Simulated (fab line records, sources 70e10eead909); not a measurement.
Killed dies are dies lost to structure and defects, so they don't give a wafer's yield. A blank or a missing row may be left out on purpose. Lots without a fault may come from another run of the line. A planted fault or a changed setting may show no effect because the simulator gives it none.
fab line records | flow nand_harc
record lots=6 wafers=18 last_day=34
route steps=1302 shown A_STAIRCASE@660
lots that met no fault: from a run of the same line without faults
start_h: hours from the record's first day to the start of the lot's first wafer shown | wait_h: hours since the lot's step before | " the same as in the row above | L1.1+2: a row that stands for several wafers | - no value, or no start given | * or withheld: withheld | < > ~ a bound
route shown NAME@n: a module of which the file shows steps, and the number in the route of the first | usual: mean/standard deviation of fault-free wafers | same: alike in all rows | chamber/n: place in a boat | sites: the reading at each site | _std_site: their standard deviation | _edge_site: outer sites' mean less inner sites' | radius_mm: how far each site lies from the wafer's centre | mask NAME#n: copy n | behind: the tool/chamber that last shaped the wafer | hold: why the lot was held/for how many hours/how that ended | device: the transistor (n, p or np) that didn't switch | end of line: the same wafers' tests at the end of the route | a step without rows: its recipe alone | killed: dies lost to structure and defects at the first sort, not the wafer's yield | map: a wafer's dies, x killed, . not, _ none there
set.NAME: the setting as run; set.NAME@STEP: as run at that earlier step | model.NAME: the simulator's own value behind a step, which no gauge read
lots at some steps of the route; a table a step, a row a wafer
services: from which hour (start_h, from the record's first day; less than 0 if before it) a tool's chamber was out of use, for how many hours, and why
## steps
# step NHARC_A_STAIRCASE_SOFTBAKE_04
# recipe temp_c=135 time_s=170
# step NHARC_A_STAIRCASE_EBR_05
# step NHARC_A_STAIRCASE_EXPOSE_06
# recipe na=0.5 dose_mj=25.43 mask_id=STAIR
# step NHARC_A_STAIRCASE_PEB_07
# recipe peb_temp_c=115 peb_time_s=130
# step NHARC_A_STAIRCASE_DEVELOP_08
# recipe time_s=140
# step NHARC_A_STAIRCASE_HARDBAKE_10
# recipe temp_c=120 time_s=140
# step NHARC_A_STAIRCASE_DESCUM_11
# recipe time_s=3 o2_flow_sccm=200 ar_flow_sccm=0 bias_power_w=0 chemistry=O2
# usual drypump_motor_current_A=5.8/0.5 oes_product_au=1.001/0.01 rf_vpp_V=58.0/0.88 showerhead_plenum_p_Torr=1.93/0.07 throttle_valve_pct=11.311/0.0086
# columns lot.wafer tool chamber start_h wait_h drypump_motor_current_A oes_product_au rf_hours_counter_h rf_vpp_V showerhead_plenum_p_Torr throttle_valve_pct
L490.1 rie_diel-09 2 359.08 - 5.8 1.023 10 58.2 1.93 11.320
L490.4 " 3 " " 5.7 1.002 8 58.0 2.00 11.306
L490.6 " 2 " " 5.8 1.014 - 58.5 1.93 11.332
L496.4 rie_diel-09 1 409.89 - 6.6 1.008 27 57.7 1.95 11.319
L496.6 " 0 " " 6.2 0.995 - 56.2 1.80 11.305
L496.5 " 1 " " 6.6 1.003 - 58.5 1.95 11.310
L498.3 rie_diel-04 0 423.70 - 5.2 0.997 18 57.6 1.94 11.295
L498.2 " 3 " " 6.4 0.981 13 57.9 1.87 11.327
L498.6 " 0 " " 5.2 1.006 - 57.8 1.94 11.319
L509.1 rie_diel-04 3 563.71 - 6.4 0.985 2 56.3 1.85 11.311
L509.3 " 0 " " 5.2 1.000 3 56.8 1.93 11.319
L509.2 " 2 " " 5.6 1.011 3 58.6 1.93 11.302
L510.1 rie_diel-04 3 574.86 - 6.4 0.991 6 57.6 1.85 11.313
L510.6 " 3 " " 6.4 0.995 - 57.3 1.85 11.310
L510.5 " 2 " " 5.7 1.004 - 57.6 1.93 11.317
L513.4 rie_diel-09 2 603.66 - 5.8 1.015 33 58.0 1.90 11.309
L513.2 " 0 " " 6.2 1.009 30 56.4 1.78 11.317
L513.1 " 1 " " 6.6 1.013 30 57.6 1.93 11.304
# step NHARC_A_STAIRCASE_TRIM_12
# recipe time_s=211.2 o2_flow_sccm=500 ar_flow_sccm=0 bias_w=0 chemistry=O2
# usual drypump_motor_current_A=5.8/0.51 oes_product_au=1.003/0.0095 rf_vpp_V=57.8/0.81 run_length_s=232.5/0.51 showerhead_plenum_p_Torr=3.56/0.12 throttle_valve_pct=17.037/0.0085
# columns lot.wafer tool chamber start_h wait_h drypump_motor_current_A oes_product_au rf_hours_counter_h rf_vpp_V run_length_s showerhead_plenum_p_Torr throttle_valve_pct
L490.4 rie_diel-09 3 359.19 0.1 5.7 1.000 8 57.7 232.1 3.68 17.034
L490.1 " 0 " " 6.2 0.987 10 57.6 233.3 3.33 17.024
L490.6 " 1 " " 6.6 0.995 - 56.5 232.1 3.60 17.040
L496.4 rie_diel-09 1 410.01 0.1 6.6 0.999 27 55.9 232.8 3.60 17.039
L496.5 " 2 " " 5.8 1.023 - 57.6 233.4 3.54 17.036
L496.6 " 3 " " 5.7 1.007 - 57.4 232.2 3.67 17.026
L498.2 rie_diel-04 3 423.85 0.1 6.5 0.987 13 56.8 232.2 3.45 17.041
L498.3 " 0 " " 5.2 1.006 18 59.5 231.9 3.58 17.054
L498.6 " 3 " " 6.4 0.996 - 57.9 232.4 3.45 17.029
L509.3 rie_diel-04 2 563.82 0.1 5.7 1.003 3 57.7 232.9 3.56 17.046
L509.1 " 3 " " 6.4 0.987 2 57.3 232.6 3.42 17.038
L509.2 " 0 " " 5.2 1.008 3 57.4 231.9 3.56 17.029
L510.1 rie_diel-04 0 574.97 0.1 5.2 0.998 6 58.7 231.9 3.56 17.040
L510.6 " 0 " " 5.2 0.999 - 58.6 231.8 3.56 17.030
L510.5 " 2 " " 5.7 0.996 - 57.3 233.5 3.56 17.037
L513.4 rie_diel-09 2 603.76 0.1 5.8 1.022 33 58.4 233.1 3.50 17.028
L513.2 " 3 " " 5.7 1.007 33 58.7 232.1 3.64 17.042
L513.1 " 0 " " 6.2 1.017 30 57.4 233.2 3.30 17.027
# step NHARC_A_STAIRCASE_ETCH_13
# recipe target_depth_a=1000 time_s=40.5 ion_energy_ev=400 c4f8_flow_sccm=20 o2_flow_sccm=10 ar_flow_sccm=withheld rf_w=600 bias_w=1000 chemistry=C4F8/O2
# usual oes_product_au=0.942/0.014 rf_vpp_V=897/4.5
# columns lot.wafer tool chamber start_h wait_h oes_product_au rf_hours_counter_h rf_vpp_V
L490.1 rie_diel-09 3 - - 0.962 8 902
L490.4 " 2 " " 0.965 10 898
L490.6 " 0 " " 0.961 - 889
L496.4 rie_diel-09 2 - - 0.967 29 895
L496.6 " 0 " " 0.922 - 888
L496.5 " 1 " " 0.949 - 898
L498.2 rie_diel-04 2 - - 0.939 17 897
L498.3 " 3 " " 0.915 13 893
L498.6 " 3 " " 0.925 - 893
L509.2 rie_diel-04 2 - - 0.947 3 897
L509.1 " 3 " " 0.933 2 893
L509.3 " 0 " " 0.950 3 899
L510.1 rie_diel-04 2 - - 0.943 6 897
L510.6 " 3 " " 0.941 - 893
L510.5 " 0 " " 0.944 - 897
L513.2 rie_diel-09 1 - - 0.956 30 898
L513.4 " 2 " " 0.953 33 894
L513.1 " 0 " " 0.970 30 887
# step NHARC_A_STAIRCASE_TRIM_14
# recipe time_s=211.2 o2_flow_sccm=500 ar_flow_sccm=0 bias_w=0 chemistry=O2
# usual drypump_motor_current_A=5.8/0.5 oes_product_au=1.002/0.011 rf_vpp_V=57.8/0.93 run_length_s=232.5/0.53 showerhead_plenum_p_Torr=3.56/0.12 throttle_valve_pct=17.038/0.0093
# columns lot.wafer tool chamber start_h wait_h drypump_motor_current_A oes_product_au rf_hours_counter_h rf_vpp_V run_length_s showerhead_plenum_p_Torr throttle_valve_pct
L490.4 rie_diel-09 3 - - 5.7 1.013 8 58.5 231.9 3.68 17.038
L490.1 " 0 " " 6.2 0.997 10 56.5 232.7 3.34 17.032
L490.6 " 2 " " 5.8 1.006 - 58.7 233.0 3.55 17.047
L496.4 rie_diel-09 2 - - 5.8 1.017 29 57.0 232.8 3.54 17.052
L496.6 " 1 " " 6.6 0.995 - 58.4 232.2 3.60 17.021
L496.5 " 2 " " 5.8 1.023 - 57.4 233.5 3.54 17.048
L498.2 rie_diel-04 3 - - 6.5 0.994 14 58.1 232.3 3.44 17.038
L498.3 " 2 " " 5.7 0.997 18 56.5 233.1 3.59 17.043
L498.6 " 0 " " 5.2 0.999 - 58.3 231.8 3.58 17.047
L509.1 rie_diel-04 2 - - 5.7 1.009 3 57.4 233.6 3.56 17.027
L509.2 " 3 " " 6.4 0.996 2 57.4 232.4 3.42 17.037
L509.3 " 0 " " 5.2 1.001 3 57.9 231.8 3.56 17.037
L510.1 rie_diel-04 0 - - 5.2 1.009 6 57.6 231.5 3.56 17.030
L510.6 " 0 " " 5.2 1.005 - 57.0 231.7 3.56 17.041
L510.5 " 3 " " 6.4 0.997 - 57.2 232.3 3.42 17.026
L513.2 rie_diel-09 3 - - 5.7 0.997 33 57.0 232.1 3.64 17.035
L513.4 " 0 " " 6.2 1.007 30 56.9 232.8 3.30 17.025
L513.1 " 1 " " 6.6 1.004 30 56.9 232.4 3.56 17.045
# step NHARC_A_STAIRCASE_ETCH_15
# recipe target_depth_a=1000 time_s=40.5 ion_energy_ev=400 c4f8_flow_sccm=20 o2_flow_sccm=10 ar_flow_sccm=withheld rf_w=600 bias_w=1000 chemistry=C4F8/O2
# step NHARC_A_STAIRCASE_TRIM_16
# recipe time_s=211.2 o2_flow_sccm=500 ar_flow_sccm=0 bias_w=0 chemistry=O2
# usual drypump_motor_current_A=5.8/0.5 oes_product_au=1.002/0.01 rf_vpp_V=57.8/0.83 run_length_s=232.5/0.53 showerhead_plenum_p_Torr=3.56/0.12 throttle_valve_pct=17.038/0.0092
# columns lot.wafer tool chamber start_h wait_h drypump_motor_current_A oes_product_au rf_hours_counter_h rf_vpp_V run_length_s showerhead_plenum_p_Torr throttle_valve_pct
L490.1 rie_diel-09 1 359.65 - 6.6 1.008 12 57.4 232.2 3.60 17.038
L490.4 " 2 " " 5.8 1.028 10 58.0 233.2 3.55 17.029
L490.6 " 3 " " 5.7 1.008 - 58.8 232.7 3.68 17.034
L496.4 rie_diel-09 0 410.47 - 6.2 0.999 24 56.4 232.8 3.33 17.024
L496.5 " 1 " " 6.6 1.006 - 59.3 232.3 3.60 17.037
L496.6 " 2 " " 5.8 1.024 - 57.4 233.0 3.54 17.044
L498.3 rie_diel-04 2 424.56 - 5.6 1.006 18 57.0 233.3 3.59 17.054
L498.2 " 3 " " 6.4 0.992 14 56.6 232.4 3.45 17.011
L498.6 " 2 " " 5.7 1.014 - 57.9 233.1 3.59 17.047
L509.2 rie_diel-04 0 564.35 - 5.2 0.994 3 57.2 291.2 3.56 17.034
L509.1 " 2 " " 5.7 0.999 3 58.2 233.2 3.56 17.039
L509.3 " 3 " " 6.4 0.983 3 56.4 232.4 3.42 17.039
L510.1 rie_diel-04 0 575.52 - 5.3 1.006 6 57.7 231.4 3.56 17.063
L510.6 " 3 " " 6.5 0.993 - 56.6 292.2 3.42 17.029
L510.5 " 2 " " 5.7 1.002 - 56.2 292.7 3.56 17.031
L513.2 rie_diel-09 0 604.22 - 6.2 1.002 30 56.7 232.6 3.29 17.035
L513.1 " 1 " " 6.6 1.006 30 58.3 232.5 3.56 17.053
L513.4 " 2 " " 5.8 1.007 33 56.2 233.1 3.50 17.013
# step NHARC_A_STAIRCASE_ETCH_17
# recipe target_depth_a=1000 time_s=40.5 ion_energy_ev=400 c4f8_flow_sccm=20 o2_flow_sccm=10 ar_flow_sccm=withheld rf_w=600 bias_w=1000 chemistry=C4F8/O2
# usual oes_product_au=0.945/0.012 rf_vpp_V=897/4.2
# columns lot.wafer tool chamber start_h wait_h oes_product_au rf_hours_counter_h rf_vpp_V
L490.1 rie_diel-09 2 - - 0.960 10 897
L490.4 " 1 " " 0.952 12 899
L490.6 " 2 " " 0.961 - 899
L496.4 rie_diel-09 0 - - 0.950 24 888
L496.5 " 2 " " 0.952 - 898
L496.6 " 3 " " 0.953 - 901
L498.2 rie_diel-04 0 - - 0.936 19 897
L498.3 " 1 " " 0.941 17 903
L498.6 " 0 " " 0.938 - 898
L509.1 rie_diel-04 0 - - 0.944 3 897
L509.3 " 2 " " 0.942 3 897
L509.2 " 3 " " 0.933 3 891
L510.1 rie_diel-04 2 - - 0.942 6 897
L510.5 " 3 " " 0.933 - 893
L510.6 " 2 " " 0.938 - 898
L513.1 rie_diel-09 1 - - 0.965 30 897
L513.4 " 3 " " 0.949 33 901
L513.2 " 0 " " 0.957 30 888
## services
# columns tool chamber start_h hours kind
rie_diel-04 0 336.06 - clean
rie_diel-04 1 336.06 - clean
rie_diel-04 2 336.06 - clean
rie_diel-04 3 336.06 - clean
rie_diel-09 0 355.43 - clean
rie_diel-09 1 355.43 - clean
rie_diel-09 2 355.43 - clean
rie_diel-09 3 355.43 - clean
rie_diel-04 - 355.63 9.0 pm
rie_diel-04 0 355.63 9.0 vent_cycle
rie_diel-04 1 355.63 9.0 vent_cycle
rie_diel-04 2 355.63 9.0 vent_cycle
rie_diel-04 3 355.63 9.0 vent_cycle
rie_diel-04 0 364.63 - clean
rie_diel-04 1 364.63 - clean
rie_diel-04 2 364.63 - clean
rie_diel-09 0 374.58 1.4 repair
rie_diel-04 2 374.58 1.4 repair
rie_diel-04 3 384.01 14.6 repair
rie_diel-04 - 457.47 0.5 repair
rie_diel-09 - 498.49 9.0 pm
rie_diel-04 - 533.12 9.0 pm
rie_diel-04 1 560.84 20.0 repair
rie_diel-04 2 587.25 2.7 repair
## key
first_sign step=NHARC_A_STAIRCASE_TRIM_16 reading=run_length_s direction=up sigmas=99+ usual=* struck=*
effect none on later readings
met_at NHARC_A_STAIRCASE_TRIM_16
struck_wafers L509.2,L510.5,L510.6
later_rows_left_out L509.2,L510.6
sort_left_out L509.2,L510.5,L510.6
tester_left_out L509,L510
onset_between 424.56 564.35
fault kind=process_parameter_drift tool=rie_diel-04 chamber=- onset_h=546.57 steps=NHARC_A_STAIRCASE_TRIM_16 channel=time_s offset=* shape=step end_h=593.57 scope=struck_wafers_only acts_in=* stated=*
# tester_left_out: of these lots the tester's yield and bins aren't shown, on N5 and GAA mostly nor the transistor test; their killed dies are dies lost to structure and defects alone, not to doping, threshold or leakage, so they don't give the yield
# sort_left_out: the simulated sort isn't trusted on such a fault, so these wafers' sort isn't shown, and their yield isn't known
# later_rows_left_out: the simulator's readings of these wafers behind a module that went badly wrong aren't trusted and aren't shown, but for the sort
